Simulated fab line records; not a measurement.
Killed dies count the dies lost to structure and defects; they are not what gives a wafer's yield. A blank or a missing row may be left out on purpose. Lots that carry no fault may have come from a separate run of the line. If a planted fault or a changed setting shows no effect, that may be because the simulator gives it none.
Split-lot study | flow n5 finfet | 21 wafers read across 7 lots, on a route 1938 steps long

== ABOUT THE SPLIT ==
At N5_BEOL_M5_HM_DEP_02 (deposits TiN, target thk 20 nm), the setting target thk a was moved away from the recipe's 200 angstrom on 8 of the 21 wafers read, by -6.5% to +9.7%. This setting was run at the recipe's value on the other wafers.

== FROM THE SPLIT TO THE READING: what the file shows between them, 6 steps ==
- N5_BEOL_M5_COAT_59: time 60 s, resist thk 60 nm
- N5_BEOL_M5_COAT_60: time 60 s, resist thk 12 nm
- N5_BEOL_M5_STRIP_73: strips in N2/H2
- N5_BEOL_M5_STRIP_64: strips in CF4
- N5_BEOL_M5_HM_OPEN_17: chemistry Cl2/BCl3, target TiN, target depth 20 nm, overetch 6 nm
- N5_BEOL_M5_VIA_ETCH_34: etches SiCOH lowk in C4F6/O2, target depth 88.3 nm, time 39.2 s (also split here: source w)

== THE READING ==
TiN_of_BEOL_M5_HM_DEP_02.thk nm (the simulator's own value, which no gauge read), in nm, at N5_BEOL_M5_TRENCH_ETCH_37 (etches SiCOH lowk in C4F6/O2, target depth 71.652 nm, time 24.7 s). No usual value for it is given in the file. Average 18.0 nm, standard deviation 0.17 nm, over the 13 wafers here run with the recipe.

wafer  | tool, chamber at the split | target thk a as run, angstrom | against the recipe | TiN_of_BEOL_M5_HM_DEP_02.thk nm, nm | against lot-mates on the recipe
L074.2 | pvd sputter-03, -          | 200                           | recipe             | 18                                  | -
L074.3 | pvd sputter-03, -          | 214.5                         | +7.3%              | 19.4                                | +1.4
L074.4 | pvd sputter-03, -          | 214.5                         | +7.3%              | 19.4                                | +1.4
L076.3 | pvd sputter-02, -          | 189.7                         | -5.2%              | 16.8                                | -1.2
L076.4 | pvd sputter-02, -          | 189.7                         | -5.2%              | 16.8                                | -1.2
L076.6 | pvd sputter-02, -          | 200                           | recipe             | 18                                  | -
L080.3 | pvd sputter-03, -          | 200                           | recipe             | 18                                  | -
L080.4 | pvd sputter-03, -          | 209.5                         | +4.8%              | 18.8                                | +0.8
L080.5 | pvd sputter-03, -          | 200                           | recipe             | 18                                  | -
L085.3 | pvd sputter-02, -          | 200                           | recipe             | 17.8                                | -
L085.4 | pvd sputter-02, -          | 219.5                         | +9.7%              | 19.8                                | +2.1
L085.5 | pvd sputter-02, -          | 200                           | recipe             | 17.6                                | -
L088.4 | pvd sputter-03, -          | 200                           | recipe             | 18.2                                | -
L088.5 | pvd sputter-03, -          | 200                           | recipe             | 17.8                                | -
L088.6 | pvd sputter-03, -          | 200                           | recipe             | 18.2                                | -
L093.2 | pvd sputter-01, -          | 187                           | -6.5%              | 16.6                                | -1.4
L093.3 | pvd sputter-01, -          | 187                           | -6.5%              | 16.8                                | -1.2
L093.5 | pvd sputter-01, -          | 200                           | recipe             | 18                                  | -
L091.1 | pvd sputter-02, -          | 200                           | recipe             | 18.2                                | -
L091.2 | pvd sputter-02, -          | 200                           | recipe             | 18                                  | -
L091.6 | pvd sputter-02, -          | 200                           | recipe             | 17.8                                | -

THE FIT
A straight line over all 21 wafers: TiN_of_BEOL_M5_HM_DEP_02.thk nm changes by +0.198 nm for each +1% of target thk a; r = +0.98; the points scatter about the line by 0.16 nm.
The same after taking each lot's own level away (the mean of its wafers on the recipe; 21 wafers): +0.205 nm for each +1%; r = +0.99; scatter 0.13 nm.
Per that fit: largest target thk a move, reading shift of 2 nm.
Across the lots, their own levels run from 17.70 to 18.07 nm, a range of 2.1 times the standard deviation given above.
Hence the lot-to-lot level has little effect on the slope; both slopes agree.
Check: +1.93 nm against its lot-mates is what the line predicts for one of the wafers moved furthest among these (+9.7%) when that wafer is left out of the fit. It came out at +2.1 nm against them.

== THE OTHER SPLITS THESE WAFERS WENT THROUGH ==
Before the reading, these wafers also passed through other splits. Each is held against what the fit with the lots' levels taken away leaves over:
other split on the same wafers  | wafers away from the commonest value | r with TiN_of_BEOL_M5_HM_DEP_02.thk nm (lot level and that fit taken away)
N5_BEOL_M5_VIA_ETCH_34 source w | 8                                    | -0.09

== THE WHOLE CHAIN: every reading that the file lists as answering this split, in the file's order ==
step                      | what it does                                                      | reading                                                                          | change (the file's fit)               | r (the file's)
N5_BEOL_M5_HM_DEP_02      | deposits TiN, target thk 20 nm                                    | TiN_of_BEOL_M5_HM_DEP_02.thk nm (the simulator's own value, which no gauge read) | +0.191 nm for each +1% of the setting | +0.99
N5_BEOL_M5_HM_OPEN_17     | chemistry Cl2/BCl3, target TiN, target depth 20 nm, overetch 6 nm | etch.depth nm (the simulator's own value, which no gauge read)                   | +0.195 nm for each +1% of the setting | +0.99
N5_BEOL_M5_TRENCH_ETCH_37 | etches SiCOH lowk in C4F6/O2, target depth 71.652 nm, time 24.7 s | TiN_of_BEOL_M5_HM_DEP_02.thk nm (the simulator's own value, which no gauge read) | +0.205 nm for each +1% of the setting | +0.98

== FILE'S OWN FIT ==
TiN_of_BEOL_M5_HM_DEP_02.thk nm changes by +0.205 nm for each +1% of target thk a, r = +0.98.
